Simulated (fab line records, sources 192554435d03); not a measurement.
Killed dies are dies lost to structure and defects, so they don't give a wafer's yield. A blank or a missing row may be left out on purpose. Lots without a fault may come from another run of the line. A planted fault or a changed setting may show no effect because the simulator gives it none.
fab line records | flow n5_finfet
record lots=5 wafers=15 last_day=13
route steps=1938 shown BEOL_M9@1463 BEOL_M10@1470
lots that met no fault: from a run of the same line without faults
start_h: hours from the record's first day to the start of the lot's first wafer shown | wait_h: hours since the lot's step before | " the same as in the row above | L1.1+2: a row that stands for several wafers | - no value, or no start given | * or withheld: withheld | < > ~ a bound
route shown NAME@n: a module of which the file shows steps, and the number in the route of the first | usual: mean/standard deviation of fault-free wafers | same: alike in all rows | chamber/n: place in a boat | sites: the reading at each site | _std_site: their standard deviation | _edge_site: outer sites' mean less inner sites' | radius_mm: how far each site lies from the wafer's centre | mask NAME#n: copy n | behind: the tool/chamber that last shaped the wafer | hold: why the lot was held/for how many hours/how that ended | device: the transistor (n, p or np) that didn't switch | end of line: the same wafers' tests at the end of the route | a step without rows: its recipe alone | killed: dies lost to structure and defects at the first sort, not the wafer's yield | map: a wafer's dies, x killed, . not, _ none there
set.NAME: the setting as run; set.NAME@STEP: as run at that earlier step | model.NAME: the simulator's own value behind a step, which no gauge read
lots at some steps of the route; a table a step, a row a wafer
services: from which hour (start_h, from the record's first day; less than 0 if before it) a tool's chamber was out of use, for how many hours, and why
## steps
# step N5_BEOL_M9_ANNEAL_51
# recipe temp_c=225 time_s=90 ambient=N2
# step N5_BEOL_M9_CMP_52
# recipe stop_on=SiCOH_lowk t_overpolish_s=7 down_force_psi=1 platen_rpm=50 clearing_platen_down_force_psi=1.5 clearing_platen_rpm=50 post_cmp_clean=cu_alkaline target_thk_nm=140 clearing_platen_pad_velocity_m_s=0.99484 pad_velocity_m_s=0.99484
# step N5_BEOL_M9_PRE_CLEAN_55
# recipe gas=NH3 time_s=15 temp_c=withheld rf_power_w=300
# step N5_BEOL_M9_DEP_56
# recipe material=SiCN target_thk_a=150 temp_c=withheld precursor=3MS/NH3 pressure_torr=3 rf_w=202 time_s=26.5
# step N5_BEOL_M10_ILD_DEP_00
# recipe material=SiCOH_lowk target_thk_a=3085.1 temp_c=300 precursor=DEMS/porogen pressure_torr=5 rf_w=500 time_s=58
# step N5_BEOL_M10_CURE_71
# recipe temp_c=385 time_s=240 ambient=He/Ar material=SiCOH_lowk
# step N5_BEOL_M10_PECVD_70
# recipe material=SiO2 target_thk_a=200 temp_c=400 precursor=TEOS/O2 pressure_torr=5.5 rf_w=450 teos_flow_sccm=53.8 gas=O2 flow_sccm=3000 time_s=22.7
# step N5_BEOL_M10_HM_DEP_02
# recipe material=TiN target_thk_a=200 temp_c=25 chamber_pressure_pa=0.49996
# step N5_BEOL_M10_COAT_59
# recipe resist=SOC temp_c=250 time_s=60 spin_rpm=1500 resist_thk_nm=100
# usual spin_speed_rpm=1499.8/0.96
# columns lot.wafer tool chamber start_h wait_h spin_speed_rpm model.SOC_of_BEOL_M10_COAT_59.thk_nm
L967.1 litho_track-01 0 222.20 0.1 1497.1 99.6
L967.2 " 0 " " 1499.3 99.8
L967.5 " 0 " " 1497.8 99.8
L970.2 litho_track-01 0 237.55 0.1 1314.6 106.4
L970.3 " 0 " " 1314.8 106.6
L970.6 " 0 " " 1313.4 106.6
L971.1 litho_track-01 0 246.01 0.1 1314.9 106.8
L971.4 " 0 " " 1314.2 106.8
L971.6 " 0 " " 1313.6 107
L972.1 litho_track-02 0 255.57 0.1 1499.9 100
L972.4 " 0 " " 1499.6 99.8
L972.5 " 0 " " 1500.1 99.8
L973.2 litho_track-01 0 260.81 0.1 1314.0 106.4
L973.3 " 0 " " 1314.7 106.6
L973.6 " 0 " " 1314.4 106.8
# step N5_BEOL_M10_COAT_60
# recipe resist=SiARC temp_c=220 time_s=60 spin_rpm=1500 resist_thk_nm=30
# step N5_BEOL_M10_COAT_05
# recipe resist=CAR-ArF spin_rpm=1500 resist_thk_nm=90
# step N5_BEOL_M10_EBR_07
# recipe solvent=PGMEA ebr_width_mm=1.5
# step N5_BEOL_M10_SOFTBAKE_06
# recipe temp_c=110 time_s=60 resist=CAR-ArF
# step N5_BEOL_M10_EXPOSE_08
# recipe mask_id=M10 na=1.35 source_shape=dipole sigma_inner=0.411 sigma_outer=0.611 polarization=te dose_mj=53.75
# step N5_BEOL_M10_PEB_09
# recipe peb_temp_c=withheld peb_time_s=60 resist=CAR-ArF
# step N5_BEOL_M10_DEVELOP_10
# recipe develop_time_s=30 developer=TMAH resist=CAR-ArF rinse_liquid=diw dry=air_spin dev_temp_c=23
# step N5_BEOL_M10_DESCUM_16
# recipe chemistry=O2 time_s=7.9 source_power_w=50 bias_power_w=20 pressure_mtorr=20 rf_frequency_hz=2.712e+07 temp_c=40 resist=CAR-ArF o2_flow_sccm=225
# step N5_BEOL_M10_ETCH_61
# recipe chemistry=CF4 target=SiARC target_depth_a=390 mask_material=CAR-ArF time_s=65 ion_energy_ev=80 pressure_mtorr=40 source_w=545 bias_w=36 Ar_flow_sccm=100 cf4_flow_sccm=100 ends=cleared
# step N5_BEOL_M10_ETCH_62
# recipe chemistry=N2/H2 target=SOC target_depth_a=1100 overetch_a=220 mask_material=SiARC temp_c=40 time_s=165 ion_energy_ev=200 pressure_mtorr=30 source_w=840 bias_w=150 n2_flow_sccm=200 h2_flow_sccm=200
# usual drypump_motor_current_A=5.6/0.44 oes_product_au=0.68/0.076 rf_fwd_power_W=837.0/2.5 rf_vpp_V=525.5/1.6 showerhead_plenum_p_Torr=2.60/0.054 throttle_valve_pct=17.75/0.18
# columns lot.wafer tool chamber start_h wait_h drypump_motor_current_A oes_product_au rf_fwd_power_W rf_hours_counter_h rf_vpp_V showerhead_plenum_p_Torr throttle_valve_pct model.etch.depth_nm
L967.1 rie_diel-01 3 222.62 0.0 6.3 0.60 841.5 226 526.9 2.60 17.74 99.62
L967.2 " 0 " " 6.3 0.62 838.5 200 525.4 2.62 17.69 99.86
L967.5 " 2 " " 5.2 0.77 835.9 - 526.5 2.58 17.78 99.77
L970.2 rie_diel-03 1 238.37 0.0 5.3 0.73 840.0 58 524.4 2.57 17.70 106.3
L970.3 " 0 " " 5.8 0.75 834.8 51 527.0 2.69 17.68 106.6
L970.6 " 2 " " 5.3 0.60 837.9 - 525.3 2.63 17.83 106.5
L971.1 rie_diel-05 1 246.62 0.0 5.1 0.66 838.0 164 525.4 2.52 17.52 106.8
L971.4 " 2 " " 6.0 0.80 838.8 12 525.4 2.60 17.71 106.8
L971.6 " 3 " " 5.7 0.84 835.6 - 522.1 2.51 17.98 107
L972.1 rie_diel-05 1 255.99 0.0 5.1 0.63 837.6 168 524.3 2.52 17.52 99.91
L972.4 " 3 " " 5.7 0.80 840.9 8 522.6 2.51 17.98 99.84
L972.5 " 0 " " 6.5 0.59 840.4 - 526.9 2.61 17.70 99.76
L973.2 rie_diel-05 2 261.53 0.0 5.9 0.80 836.6 19 526.2 2.60 17.72 106.3
L973.3 " 3 " " 5.6 0.81 840.1 10 523.4 2.51 17.97 106.6
L973.6 " 1 " " 5.1 0.66 838.8 - 523.8 2.52 17.52 106.8
# step N5_BEOL_M10_STRIP_68
# recipe chemistry=N2/H2 temp_c=40 n2_flow_sccm=200 h2_flow_sccm=200 rf_frequency_hz=6e+07
# step N5_BEOL_M10_STRIP_67
# recipe chemistry=CF4 resist=SiARC power_w=300 bias_power_w=75 pressure_mtorr=50 cf4_flow_sccm=150 rf_frequency_hz=6e+07
# step N5_BEOL_M10_HM_OPEN_17
# recipe chemistry=Cl2/BCl3 target_depth_a=200 overetch_a=60 target=TiN mask_material=SOC ion_energy_ev=150 pressure_mtorr=10 icp_w=1000 bias_w=126 Cl2_flow_sccm=53.25 bcl3_flow_sccm=21.75 Ar_flow_sccm=25
# usual bcl3_flow_sccm=21.75/0.064 drypump_motor_current_A=6.0/0.44 oes_ar_750_au=0.72/0.065 oes_product_au=0.62/0.055 rf_fwd_power_W=993/3.4 throttle_valve_pct=22.32/0.28
# columns lot.wafer tool chamber start_h wait_h bcl3_flow_sccm drypump_motor_current_A oes_ar_750_au oes_product_au rf_fwd_power_W rf_hours_counter_h throttle_valve_pct model.SOC_of_BEOL_M10_COAT_59.thk_nm
L967.1 rie_metal-03 1 222.80 0.0 21.72 5.5 0.79 0.68 986 34 22.14 91.8
L967.2 " 0 " " 21.72 6.6 0.71 0.59 996 68 22.49 92
L967.5 " 0 " " 21.71 6.6 0.71 0.59 995 - 22.48 91.8
L970.2 rie_metal-03 0 238.56 0.0 21.85 6.6 0.71 0.60 993 69 22.48 98.4
L970.3 " 0 " " 21.84 6.6 0.71 0.60 992 - 22.49 98.6
L970.6 " 1 " " 21.80 5.5 0.79 0.68 997 - 22.11 98.6
L971.1 rie_metal-03 1 246.82 0.0 21.69 5.5 0.79 0.67 991 36 22.11 98.8
L971.4 " 0 " " 21.72 6.6 0.71 0.59 996 - 22.50 98.8
L971.6 " 0 " " 21.74 6.6 0.71 0.60 997 - 22.47 99
L972.1 rie_metal-03 0 256.18 0.0 21.79 6.6 0.70 0.60 996 71 22.50 92
L972.4 " 0 " " 21.72 6.6 0.70 0.59 996 - 22.50 91.8
L972.5 " 1 " " 21.82 5.5 0.79 0.67 988 - 22.14 92
L973.2 rie_metal-03 1 261.71 0.0 21.73 5.4 0.79 0.67 1001 37 22.12 98.4
L973.3 " 1 " " 21.78 5.4 0.78 0.68 1000 - 22.11 98.8
L973.6 " 0 " " 21.78 6.6 0.71 0.60 997 - 22.49 98.8
# step N5_BEOL_M10_STRIP_19
# recipe chemistry=O2 power_w=400 temp_c=40 pressure_mtorr=30 rf_frequency_hz=6e+07 bias_power_w=0 overash_fraction=0.2 o2_flow_sccm=225
## services
# columns tool chamber start_h hours kind
rie_diel-05 2 202.05 - clean
rie_diel-05 2 202.05 - consumable_replace:focus_ring
rie_diel-05 2 202.05 14.4 scheduled_down
rie_diel-05 2 202.05 14.4 vent_cycle
rie_diel-05 3 216.48 - clean
rie_diel-05 3 216.48 - consumable_replace:focus_ring
rie_diel-05 3 216.48 20.3 scheduled_down
rie_diel-05 3 216.48 20.3 vent_cycle
rie_diel-05 - 228.13 0.4 repair
rie_diel-01 3 235.05 61.9 repair
rie_diel-03 2 254.30 - clean
rie_diel-03 2 254.30 - consumable_replace:focus_ring
rie_diel-03 2 254.30 22.5 scheduled_down
rie_diel-03 2 254.30 22.5 vent_cycle
## key
first_sign step=N5_BEOL_M10_COAT_59 reading=spin_speed_rpm direction=down sigmas=99+ usual=* struck=*
effect none on later readings
model_effect step=N5_BEOL_M10_COAT_59 value=SOC_of_BEOL_M10_COAT_59.thk_nm without=99.87 struck=106.7
model_effect step=N5_BEOL_M10_ETCH_62 value=etch.depth_nm without=99.81 struck=106.6
model_effect step=N5_BEOL_M10_HM_OPEN_17 value=SOC_of_BEOL_M10_COAT_59.thk_nm without=91.89 struck=98.69
met_at N5_BEOL_M10_COAT_59
struck_wafers L970.2,L970.3,L970.6,L971.1,L971.4,L971.6,L973.2,L973.3,L973.6
onset_between 222.20 237.55
fault kind=process_parameter_drift tool=litho_track-01 chamber=- onset_h=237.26 steps=N5_BEOL_M10_COAT_59 channel=spin_rpm offset=* shape=step end_h=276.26 acts_in=* stated=*
